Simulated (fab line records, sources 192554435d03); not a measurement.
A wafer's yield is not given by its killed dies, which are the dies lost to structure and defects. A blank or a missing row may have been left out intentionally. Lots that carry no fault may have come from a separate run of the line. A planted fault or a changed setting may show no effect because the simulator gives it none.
Which of the tools did it? :: flow n5-finfet :: 12 lots with 36 wafers sampled at 3 steps, on a route of 1938 steps

## WHAT THE GAUGES READ, wafer by wafer
N5_BEOL_M10_RS_MEAS_57: measurement is done with a four-point probe.
lot: L118
measured: day 11 10:07
on: film-metro-01
M10_RS (ohm/sq): 0.147 0.150 0.145

lot: L122
measured: day 13 09:55
on: film-metro-02
M10_RS (ohm/sq): 0.151 0.156 0.159

lot: L121
measured: day 13 12:37
on: film-metro-01
M10_RS (ohm/sq): 0.152 0.153 0.149

lot: L124
measured: day 14 08:05
on: film-metro-01
M10_RS (ohm/sq): 0.157 0.152 0.153

lot: L125
measured: day 14 15:51
on: film-metro-02
M10_RS (ohm/sq): 0.149 0.145 0.150

lot: L127
measured: day 15 09:04
on: film-metro-01
M10_RS (ohm/sq): 0.154 0.154 0.156

lot: L131
measured: day 16 00:19
on: film-metro-02
M10_RS (ohm/sq): 0.154 0.148 0.155

lot: L133
measured: day 16 07:29
on: film-metro-02
M10_RS (ohm/sq): 0.161 0.155 0.151

lot: L120
measured: day 16 08:02
on: film-metro-01
M10_RS (ohm/sq): 0.147 0.151 0.152

lot: L134
measured: day 16 17:30
on: film-metro-02
M10_RS (ohm/sq): 0.161 0.151 0.158

lot: L137
measured: day 17 20:53
on: film-metro-01
M10_RS (ohm/sq): 0.152 0.152 0.148

lot: L141
measured: day 18 01:47
on: film-metro-02
M10_RS (ohm/sq): 0.146 0.153 0.147

## EACH LOT AND THE TOOL THAT RAN IT (in order: tool; ch and the chambers of the sampled wafers; start)
lot: L118
N5_BEOL_M10_ALD_74: ald-metal-02 ch 2,3, day 11 07:07
N5_BEOL_M10_SURFACE_TREAT_76: pvd-sputter-02, day 11 08:56

lot: L122
N5_BEOL_M10_ALD_74: ald-metal-01 ch 1,2, day 13 08:11
N5_BEOL_M10_SURFACE_TREAT_76: pvd-sputter-02, day 13 08:29

lot: L121
N5_BEOL_M10_ALD_74: ald-metal-01 ch 2,3, day 13 11:10
N5_BEOL_M10_SURFACE_TREAT_76: pvd-sputter-02, day 13 11:28

lot: L124
N5_BEOL_M10_ALD_74: ald-metal-04 ch 0,1, day 14 05:52
N5_BEOL_M10_SURFACE_TREAT_76: pvd-sputter-03, day 14 06:51

lot: L125
N5_BEOL_M10_ALD_74: ald-metal-02 ch 1,3, day 14 14:11
N5_BEOL_M10_SURFACE_TREAT_76: pvd-sputter-02, day 14 14:32

lot: L127
N5_BEOL_M10_ALD_74: ald-metal-04 ch 0,1, day 15 07:32
N5_BEOL_M10_SURFACE_TREAT_76: pvd-sputter-01, day 15 07:52

lot: L131
N5_BEOL_M10_ALD_74: ald-metal-01 ch 1,3, day 15 22:49
N5_BEOL_M10_SURFACE_TREAT_76: pvd-sputter-02, day 15 23:07

lot: L133
N5_BEOL_M10_ALD_74: ald-metal-01 ch 0,2, day 16 05:37
N5_BEOL_M10_SURFACE_TREAT_76: pvd-sputter-03, day 16 05:55

lot: L120
N5_BEOL_M10_ALD_74: ald-metal-04 ch 2,3, day 16 05:41
N5_BEOL_M10_SURFACE_TREAT_76: pvd-sputter-03, day 16 06:03

lot: L134
N5_BEOL_M10_ALD_74: ald-metal-01 ch 2,3, day 16 15:23
N5_BEOL_M10_SURFACE_TREAT_76: pvd-sputter-01, day 16 15:54

lot: L137
N5_BEOL_M10_ALD_74: ald-metal-02 ch 0,1,2, day 17 18:11
N5_BEOL_M10_SURFACE_TREAT_76: pvd-sputter-03, day 17 19:28

lot: L141
N5_BEOL_M10_ALD_74: ald-metal-02 ch 0,3, day 17 23:55
N5_BEOL_M10_SURFACE_TREAT_76: pvd-sputter-02, day 18 00:16
- N5_BEOL_M10_ALD_74: deposits TaN, target thk 2 nm, pulse time 2 s, purge time 3 s.
- N5_BEOL_M10_SURFACE_TREAT_76

## WHAT THE TOOLS THEMSELVES READ (means of the sampled wafers that have a number; where no wafer has one, the mark that the record gives instead)
N5_BEOL_M10_ALD_74.
lot: L118
tool: ald-metal-02
heater-power-w (W): 417
mfc-carrier-sccm (sccm): 1497

lot: L122
tool: ald-metal-01
heater-power-w (W): 418
mfc-carrier-sccm (sccm): 1498

lot: L121
tool: ald-metal-01
heater-power-w (W): 408
mfc-carrier-sccm (sccm): 1502

lot: L124
tool: ald-metal-04
heater-power-w (W): 405
mfc-carrier-sccm (sccm): 1498

lot: L125
tool: ald-metal-02
heater-power-w (W): 425
mfc-carrier-sccm (sccm): 1496

lot: L127
tool: ald-metal-04
heater-power-w (W): 403
mfc-carrier-sccm (sccm): 1496

lot: L131
tool: ald-metal-01
heater-power-w (W): 356
mfc-carrier-sccm (sccm): 1499

lot: L133
tool: ald-metal-01
heater-power-w (W): 418
mfc-carrier-sccm (sccm): 1495

lot: L120
tool: ald-metal-04
heater-power-w (W): 370
mfc-carrier-sccm (sccm): 1498

lot: L134
tool: ald-metal-01
heater-power-w (W): 396
mfc-carrier-sccm (sccm): 1495

lot: L137
tool: ald-metal-02
heater-power-w (W): 454
mfc-carrier-sccm (sccm): 1495

lot: L141
tool: ald-metal-02
heater-power-w (W): 467
mfc-carrier-sccm (sccm): 1500

## THE ANSWER, worked out from the rows above alone
Rule: the lots themselves supply what counts as usual. The widest of any qualifying gaps counts: lots, ordered by their means at a reading, are off when they make up no more than a third of the lots, leave a main group of 4 or more, and stand apart from it by 3 or more times the standard deviation of that group's means. Not used: any main group whose means are identical at the precision the tables above print for the reading. A lot without any number at a reading at which 4 lots or more have one is off too. Where the step has rows for the other lots, those lots are counted as sound. After the gauges, taken in route order, come the tools' own readings; for these a lot's mean is taken, as printed above. At the first step where some lot is off, the reading lying furthest off is the one used; lots without a number count as furthest.
None of the lots is off at any reading shown; this tells nothing.

## WHAT THE SIMULATOR HAD PUT IN
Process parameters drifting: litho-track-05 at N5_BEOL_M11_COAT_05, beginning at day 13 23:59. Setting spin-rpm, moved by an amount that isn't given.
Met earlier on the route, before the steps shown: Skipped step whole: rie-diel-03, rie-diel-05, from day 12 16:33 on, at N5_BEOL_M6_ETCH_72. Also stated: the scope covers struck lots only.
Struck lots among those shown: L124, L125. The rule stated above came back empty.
